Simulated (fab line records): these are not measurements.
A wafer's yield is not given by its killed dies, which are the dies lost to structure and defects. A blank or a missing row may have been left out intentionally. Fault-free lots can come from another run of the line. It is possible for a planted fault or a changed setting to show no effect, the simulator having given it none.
Split-lot study ; flow n5_finfet ; 21 wafers read from 7 lots, route of 1938 steps

== THE SPLIT ==
At N5_BEOL_M14_ETCH_68 (etches SOC in N2/H2, time 450 s), the setting time_s was moved away from the recipe's 450 s on 5 of the 21 wafers read, by -18.9% to +19.6%. For the rest of the wafers, this setting stayed at what the recipe calls for.

The reading comes from the split's own step.

== THE READING ==
SiARC_of_BEOL_M14_COAT_66.thk_nm (the simulator's own value, which no gauge read), in nm, at N5_BEOL_M14_ETCH_68 (etches SOC in N2/H2, time 450 s). There is no usual value for it anywhere in the file. Across the 16 wafers here that went through the recipe, the average is 64.2 nm and the standard deviation 0.63 nm.

wafer;tool, chamber at the split;time_s as run, s;against the recipe;SiARC_of_BEOL_M14_COAT_66.thk_nm, nm;against lot-mates on the recipe
L074.1;rie_diel-03, 2;450;recipe;63.8;-
L074.2;rie_diel-03, 3;450;recipe;65.4;-
L074.3;rie_diel-03, 1;538;+19.6%;55.6;-9.0
L081.1;rie_diel-03, 3;484.9;+7.8%;61.6;-1.8
L081.3;rie_diel-03, 0;484.9;+7.8%;60.6;-2.8
L081.4;rie_diel-03, 1;450;recipe;63.4;-
L086.3;rie_diel-03, 3;450;recipe;65.4;-
L086.4;rie_diel-03, 1;365.1;-18.9%;73;+7.6
L086.5;rie_diel-03, 2;365.1;-18.9%;72.8;+7.4
L090.1;rie_diel-05, 2,3;450;recipe;64;-
L090.4;rie_diel-05, 2,3;450;recipe;64;-
L090.3;rie_diel-05, 3;450;recipe;63.8;-
L092.3;rie_diel-04, 2;450;recipe;63.4;-
L092.5;rie_diel-04, 2;450;recipe;63.8;-
L092.6;rie_diel-04, 0;450;recipe;63.2;-
L095.3;rie_diel-03, 2;450;recipe;64.8;-
L095.4;rie_diel-03, 1;450;recipe;64.4;-
L095.6;rie_diel-03, 1;450;recipe;64.6;-
L096.1;rie_diel-05, 1;450;recipe;64.2;-
L096.3;rie_diel-05, 2;450;recipe;64;-
L096.4;rie_diel-05, 0;450;recipe;64.4;-
Rows listing several chambers each stand for several wafers; the file does not say which wafer went through which chamber.

FIT RESULTS
A straight line over all 21 wafers: SiARC_of_BEOL_M14_COAT_66.thk_nm changes by -0.448 nm for each +1% of time_s; r = -0.99; the points scatter about the line by 0.62 nm.
The same after taking each lot's own level away (the mean of its wafers on the recipe; 21 wafers): -0.407 nm for each +1%; r = -0.99; scatter 0.5 nm.
Per that fit: largest time_s move, reading shift of 8 nm.
Across the lots, their own levels run from 63.40 to 65.40 nm, a range of 3.2 times the standard deviation given above.
Hence the slope depends on the lot-to-lot level, as the two fits are not the same.
Check: for one of the wafers moved furthest among these (+19.6%), held out of the fit, the line's prediction against its lot-mates is -7.34 nm. It came out at -9 nm against them.

== ADDITIONAL SPLITS CARRIED BY THESE WAFERS ==
These wafers also went through other splits before the reading. Each is held against what the fit with the lots' levels taken away leaves over:
other split on the same wafers;wafers away from the commonest value;r with SiARC_of_BEOL_M14_COAT_66.thk_nm (lot level and that fit taken away)
N5_BEOL_M14_PEB_08 peb_temp_c;9;+0.16

== FILE'S OWN FIT ==
SiARC_of_BEOL_M14_COAT_66.thk_nm changes by -0.42 nm for each +1% of time_s, r = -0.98.
